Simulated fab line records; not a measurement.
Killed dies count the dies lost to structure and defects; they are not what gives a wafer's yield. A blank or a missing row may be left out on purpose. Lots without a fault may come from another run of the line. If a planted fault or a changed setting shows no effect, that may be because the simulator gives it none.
Which tool was responsible? | flow n5 finfet | 30 wafers from 10 lots sampled at 4 of the route's 1938 steps

WHAT EACH GAUGE READ, for each wafer
N5_MOL_CONTACT_COAG_INSPECT_57: inspects for defects (brightfield).
lot  | measured     | on                | raw defect count
L653 | day 5 04:49  | defect inspect-02 | 194 171 133
L655 | day 5 16:26  | defect inspect-01 | 195 236 157
L661 | day 7 00:41  | defect inspect-01 | 1078 983 1066
L664 | day 7 20:46  | defect inspect-01 | 976 910 1040
L665 | day 8 06:17  | defect inspect-01 | 1092 1120 1106
L667 | day 8 15:02  | defect inspect-01 | 157 266 149
L670 | day 9 11:45  | defect inspect-02 | 236 194 208
L673 | day 10 02:17 | defect inspect-01 | 146 117 129
L674 | day 10 04:16 | defect inspect-01 | 139 155 130
L675 | day 10 17:52 | defect inspect-02 | 229 167 113

EACH LOT AND THE TOOL THAT RAN IT (in order: tool; ch and the chambers of the sampled wafers; start)
lot  | N5_MOL_CONTACT_COAG_PRE_CLEAN_141 | N5_MOL_CONTACT_COAG_PRE_CLEAN_142 | N5_MOL_CONTACT_COAG_PECVD_31
L653 | pvd sputter-01, day 4 21:44       | pvd sputter-01, day 5 00:49       | pecvd-03 ch 0,1,2, day 5 04:23
L655 | pvd sputter-03, day 5 08:20       | pvd sputter-03, day 5 11:52       | pecvd-02 ch 0,1,2, day 5 15:53
L661 | pvd sputter-02, day 6 18:21       | pvd sputter-01, day 6 20:26       | pecvd-02 ch 0,1,2, day 7 00:08
L664 | pvd sputter-02, day 7 13:44       | pvd sputter-03, day 7 15:59       | pecvd-02 ch 0,2, day 7 20:13
L665 | pvd sputter-02, day 7 20:58       | pvd sputter-03, day 8 01:01       | pecvd-02 ch 0,1,2, day 8 05:52
L667 | pvd sputter-03, day 8 07:55       | pvd sputter-02, day 8 10:42       | pecvd-04 ch 0,1, day 8 14:37
L670 | pvd sputter-02, day 9 05:13       | pvd sputter-01, day 9 07:42       | pecvd-03 ch 0,1, day 9 11:11
L673 | pvd sputter-03, day 9 19:38       | pvd sputter-02, day 9 21:36       | pecvd-04 ch 0,1, day 10 01:52
L674 | pvd sputter-01, day 9 20:44       | pvd sputter-02, day 10 00:22      | pecvd-04 ch 1,2, day 10 03:50
L675 | pvd sputter-03, day 10 09:34      | pvd sputter-01, day 10 12:47      | pecvd-03 ch 0,2, day 10 17:19
- N5_MOL_CONTACT_COAG_PRE_CLEAN_141: time 60 s.
- N5_MOL_CONTACT_COAG_PRE_CLEAN_142: time 60 s.
- N5_MOL_CONTACT_COAG_PECVD_31: deposits SiO2 from TEOS/O2, target thk 46 nm, time 8.9 s.

THE ANSWER, worked out from the rows above alone
Rule: the usual values come from the lots themselves. The widest of any qualifying gaps counts: lots, ordered by their means at a reading, are off when they make up no more than a third of the lots, leave a main group of 4 or more, and stand apart from it by 3 or more times the standard deviation of that group's means. A main group whose means are all the same, to the digits that the tables above print for the reading, isn't used. Also off: a lot with no number at a reading for which 4 or more lots have one. All remaining lots with rows at the step are treated as sound.
Off, at N5_MOL_CONTACT_COAG_INSPECT_57 on raw defect count: L661, L664, L665. Mean 172 and standard deviation 27 in the main group.
A tool fits if, at a process step before that reading, it ran every lot that is off, and no sound lot after the first of them. The gauges at N5_MOL_CONTACT_COAG_INSPECT_57 are tried like those tools. One candidate fits, namely pecvd-02 at N5_MOL_CONTACT_COAG_PECVD_31. Its last sound lot is L655 (day 5 15:53), its first lot that is off L661 (day 7 00:08): a fault that began between those two fits.

WHAT HAD BEEN PUT IN BY THE SIMULATOR
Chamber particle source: pecvd-02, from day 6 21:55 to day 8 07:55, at N5_MOL_CONTACT_COAG_PECVD_31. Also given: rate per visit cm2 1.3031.
Shown lots that were struck: L661, L664, L665. The rule given above showed the same thing.
